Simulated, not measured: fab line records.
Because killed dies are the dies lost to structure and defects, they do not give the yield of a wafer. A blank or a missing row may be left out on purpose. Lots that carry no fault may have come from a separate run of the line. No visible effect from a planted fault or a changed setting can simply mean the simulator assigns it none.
A lot that was struck, set against a sound lot || flow nand-harc || 16 out of 1302 route steps
Sound: the wafers L488.1, L488.2, L488.5. Struck: wafers L495.4, L495.5 (left out: L495.6, a lot-mate that was not struck); the cause follows at the end.
Per side, at each step with rows, come the tool, then ch with its chambers, and then its first start. Under that, the readings that differ: sound wafers || struck wafers || difference of the means || sigmas: that difference in standard deviations of wafers without a fault.
alike: a reading whose means differ by less than 2 such deviations, as well as words and numbers matching on both sides. not compared: withheld readings; readings where some wafer has no value; bounds like >300 that might hide an equal value; numbers whose values overlap and for which the record gives no deviation.
The two part at a step that has a row with sigmas, a row that says differs or no value, or rows on one side only. When numbers do not overlap yet have no deviation, they are printed without sigmas and do not part them. Lack of a reading on every wafer of one side parts them only where that side has two or more wafers.

NHARC_A_ONON_D2_THK_MEAS_05: measures by ellipsometry.
  struck on film-metro-02, day 17 19:15; sound on film-metro-01, day 14 09:13
  alike: thk-nm
then, 1 step without rows for these wafers: NHARC_A_ONON_D2_DEP_06 (target thk 1000 nm).
NHARC_A_ONON_D2_THK_MEAS_08: measures by ellipsometry.
  struck on film-metro-02, day 17 19:49; sound on film-metro-01, day 14 09:47
{"reading": "thk-nm (nm)", "sound": "1001 999 1002", "struck": "976 978", "difference": -24, "sigmas": -2}
then, 1 step without rows for these wafers: NHARC_A_ONON_D2_DEP_09 (target thk 1000 nm).
NHARC_A_ONON_D2_THK_MEAS_11: measures by ellipsometry.
  struck on film-metro-01, day 17 20:25; sound on film-metro-01, day 14 10:22
  alike: thk-nm
then, 1 step without rows for these wafers: NHARC_A_ONON_D2_DEP_12 (target thk 1000 nm).
NHARC_A_ONON_D2_THK_MEAS_14: measures by ellipsometry.
  struck on film-metro-02, day 17 20:59; sound on film-metro-02, day 14 10:56
  alike: thk-nm
then, 2 steps without rows for these wafers: NHARC_A_ONON_D2_ANNEAL_15 (time 3600 s); NHARC_A_ONON_D2_DEP_16 (target thk 1000 nm).
NHARC_A_ONON_D2_THK_MEAS_18: measures by ellipsometry.
  struck on film-metro-01, day 18 04:22; sound on film-metro-02, day 14 18:15
  alike: thk-nm
then, 1 step without rows for these wafers: NHARC_A_ONON_D2_DEP_19 (target thk 1000 nm).
NHARC_A_ONON_D2_THK_MEAS_21: measures by ellipsometry.
  struck on film-metro-01, day 18 04:56; sound on film-metro-02, day 14 18:49
{"reading": "thk-nm (nm)", "sound": "1019 1017 1019", "struck": "998 994", "difference": -22, "sigmas": -3}
NHARC_A_ONON_D2_DEP_22: target thk 1000 nm.
  sound on pecvd-onon-04 ch 0, day 14 18:52; struck on pecvd-onon-04 ch 0, day 18 05:10
NHARC_A_ONON_D2_THK_MEAS_24: measures by ellipsometry.
  struck on film-metro-02, day 18 05:30; sound on film-metro-01, day 14 19:23
{"reading": "thk-nm (nm)", "sound": "1001 1000 998", "struck": "1382 1385", "difference": "+384", "sigmas": "+35"}
then, 1 step without rows for these wafers: NHARC_A_ONON_D2_DEP_25 (target thk 1000 nm).
-- break in the record here, with 12 days between the starts of the struck wafers on either side (left off in module A_ONON_D2, picked up again in module END, where the first step shown is number 1302 on the route) --
NHARC_END_SORT_01:
  the record has rows for the struck wafers here (prober-01 ch 0, day 30 01:11) and none for the sound ones

## WHERE THEY PART
First at NHARC_A_ONON_D2_THK_MEAS_08; last, within this record, at NHARC_END_SORT_01.

WHY: whatever the simulator had introduced
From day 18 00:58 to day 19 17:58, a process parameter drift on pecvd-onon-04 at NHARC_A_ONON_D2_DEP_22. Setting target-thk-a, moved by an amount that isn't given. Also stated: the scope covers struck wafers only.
